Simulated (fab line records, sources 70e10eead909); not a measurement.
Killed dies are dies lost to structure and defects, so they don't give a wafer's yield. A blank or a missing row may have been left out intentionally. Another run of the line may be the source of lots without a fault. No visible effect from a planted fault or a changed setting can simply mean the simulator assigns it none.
Which tool did it? / flow nandHarc / 11 lots, 33 wafers sampled, at 3 steps of a route of 1302

WHAT THE GAUGES SHOWED, per wafer
NHARC_A_STAIRCASE_INSPECT_155.
lot=L075; measured=day 19 14:57; on=defectInspect-01; rawDefectCount=371 327 463
lot=L079; measured=day 20 22:02; on=defectInspect-01; rawDefectCount=330 290 299
lot=L078; measured=day 21 02:33; on=defectInspect-02; rawDefectCount=585 633 918
lot=L080; measured=day 22 13:50; on=defectInspect-01; rawDefectCount=274 391 243
lot=L086; measured=day 24 06:56; on=defectInspect-01; rawDefectCount=542 348 399
lot=L085; measured=day 24 13:43; on=defectInspect-02; rawDefectCount=338 294 265
lot=L089; measured=day 25 11:50; on=defectInspect-02; rawDefectCount=461 488 325
lot=L091; measured=day 25 09:17; on=defectInspect-02; rawDefectCount=331 421 327
lot=L093; measured=day 26 15:29; on=defectInspect-02; rawDefectCount=538 713 374
lot=L094; measured=day 27 19:35; on=defectInspect-01; rawDefectCount=527 294 271
lot=L097; measured=day 28 17:26; on=defectInspect-02; rawDefectCount=492 335 414

WHICH TOOL RAN EACH LOT (tool, then ch and the chambers of the sampled wafers, then the start)
lot=L075; NHARC_A_STAIRCASE_DESCUM_443=rieDiel-07 ch 0,3, day 19 07:56; NHARC_A_STAIRCASE_STRIP_446=plasmaAsher-02 ch 0,1, day 19 12:30
lot=L079; NHARC_A_STAIRCASE_DESCUM_443=rieDiel-10 ch 1,2,3, day 20 14:31; NHARC_A_STAIRCASE_STRIP_446=plasmaAsher-02 ch 0,1, day 20 18:58
lot=L078; NHARC_A_STAIRCASE_DESCUM_443=rieDiel-08 ch 0,1,3, day 20 19:08; NHARC_A_STAIRCASE_STRIP_446=plasmaAsher-02 ch 0,1, day 20 23:43
lot=L080; NHARC_A_STAIRCASE_DESCUM_443=rieDiel-07 ch 1,2,3, day 22 06:34; NHARC_A_STAIRCASE_STRIP_446=plasmaAsher-02 ch 0,1, day 22 11:23
lot=L086; NHARC_A_STAIRCASE_DESCUM_443=rieDiel-10 ch 0,1,3, day 23 23:02; NHARC_A_STAIRCASE_STRIP_446=plasmaAsher-02 ch 0,1, day 24 04:19
lot=L085; NHARC_A_STAIRCASE_DESCUM_443=rieDiel-10 ch 0,1,3, day 23 23:10; NHARC_A_STAIRCASE_STRIP_446=plasmaAsher-02 ch 0,1, day 24 11:07
lot=L089; NHARC_A_STAIRCASE_DESCUM_443=rieDiel-08 ch 0,1, day 25 01:48; NHARC_A_STAIRCASE_STRIP_446=plasmaAsher-02 ch 0,1, day 25 09:13
lot=L091; NHARC_A_STAIRCASE_DESCUM_443=rieDiel-07 ch 0,1,3, day 25 02:07; NHARC_A_STAIRCASE_STRIP_446=plasmaAsher-01 ch 0,1, day 25 06:39
lot=L093; NHARC_A_STAIRCASE_DESCUM_443=rieDiel-10 ch 1,2,3, day 26 08:32; NHARC_A_STAIRCASE_STRIP_446=plasmaAsher-02 ch 0,1, day 26 13:02
lot=L094; NHARC_A_STAIRCASE_DESCUM_443=rieDiel-07 ch 0,3, day 27 12:25; NHARC_A_STAIRCASE_STRIP_446=plasmaAsher-01 ch 0,1, day 27 17:00
lot=L097; NHARC_A_STAIRCASE_DESCUM_443=rieDiel-10 ch 0,1,3, day 28 07:29; NHARC_A_STAIRCASE_STRIP_446=plasmaAsher-02 ch 0,1, day 28 14:56
- NHARC_A_STAIRCASE_DESCUM_443: chemistry O2, time 3 s.
- NHARC_A_STAIRCASE_STRIP_446: strips in O2.

THE ANSWER, worked out from the rows above alone
Rule: the usual values come from the lots themselves. The widest of any qualifying gaps counts: lots, ordered by their means at a reading, are off when they make up no more than a third of the lots, leave a main group of 4 or more, and stand apart from it by 3 or more times the standard deviation of that group's means. If all means in a main group match to the digits the tables above print for the reading, that group is not used. A lot without any number at a reading at which 4 lots or more have one is off too. All remaining lots with rows at the step are treated as sound.
None of the lots is off at any reading shown; this tells nothing.

WHAT THE SIMULATOR HAD INSERTED
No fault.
